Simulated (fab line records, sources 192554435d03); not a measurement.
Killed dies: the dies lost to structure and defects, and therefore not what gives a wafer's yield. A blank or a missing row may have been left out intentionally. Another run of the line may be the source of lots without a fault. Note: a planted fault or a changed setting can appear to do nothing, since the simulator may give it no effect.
Matching of chambers	flow n5 finfet	rie diel-06 running N5_BEOL_M14_ETCH_59: 4 sister chambers
The step etches BARC in N2/H2, target depth 89 nm, overetch 26.7 nm, time 67.9 s. 14 wafers are shown with their chamber, then 7 later ones without.

WAFERS, EACH WITH ITS CHAMBER
wafer	chamber	drypump motor current A (A)	oes product au (a.u.)	throttle valve pct (%)
L078.1	1	6.5	0.75	17.43
L078.4	2	6.4	0.74	17.54
L078.5	3	5.7	0.70	17.61
L083.4	2	6.4	0.74	17.54
L083.5	1	6.5	0.75	17.45
L083.6	3	5.7	0.70	17.61
L084.2	1	6.4	0.74	17.42
L084.4	0	5.4	0.86	17.54
L084.6	1	6.5	0.74	17.43
L085.1	1	6.5	0.74	17.45
L085.2	3	5.7	0.69	17.63
L085.6	0	5.3	0.83	17.54
L090.1	2	6.4	0.73	17.57
L090.3	3	5.7	0.68	17.65

SIGNATURES (averages over the wafers above)
reading	chamber 0	chamber 1	chamber 2	chamber 3	scatter within a chamber
drypump motor current A	5.350	6.480	6.400	5.700	0.0361
oes product au	0.8450	0.7440	0.7367	0.6925	0.00955
throttle valve pct	17.5400	17.4360	17.5500	17.6250	0.0156
Rule: for a wafer and a chamber, the distance is found by dividing, reading by reading, the gap between the wafer's reading and the chamber's mean by the reading's scatter, squaring, summing and taking the root. The wafer belongs to the nearest chamber; if the next one is less than 2 further off, it can't be placed. The scatter: the root of (the sum of the squares of (reading less its chamber's mean) over the shown wafers, divided by (wafers less chambers)).

WAFERS WITH NO CHAMBER GIVEN
wafer	drypump motor current A (A)	oes product au (a.u.)	throttle valve pct (%)
L090.5	6.5	0.73	17.46
L091.1	5.4	0.79	17.54
L091.2	5.7	0.68	17.65
L091.4	6.4	0.73	17.57
L096.4	6.5	0.72	17.49
L096.5	5.3	0.78	17.58
L096.6	5.7	0.67	17.67

THE CHAMBER EACH PASSED THROUGH
wafer	from the rows above	in truth
L090.5	1	1
L091.1	0	0
L091.2	3	3
L091.4	2	2
L096.4	can't be placed: 1 or 2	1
L096.5	0	0
L096.6	3	3
Placed correctly: 6 of 7. These rows do not allow placing 1 (true chamber among the candidates in 1). 0 placed wrongly.
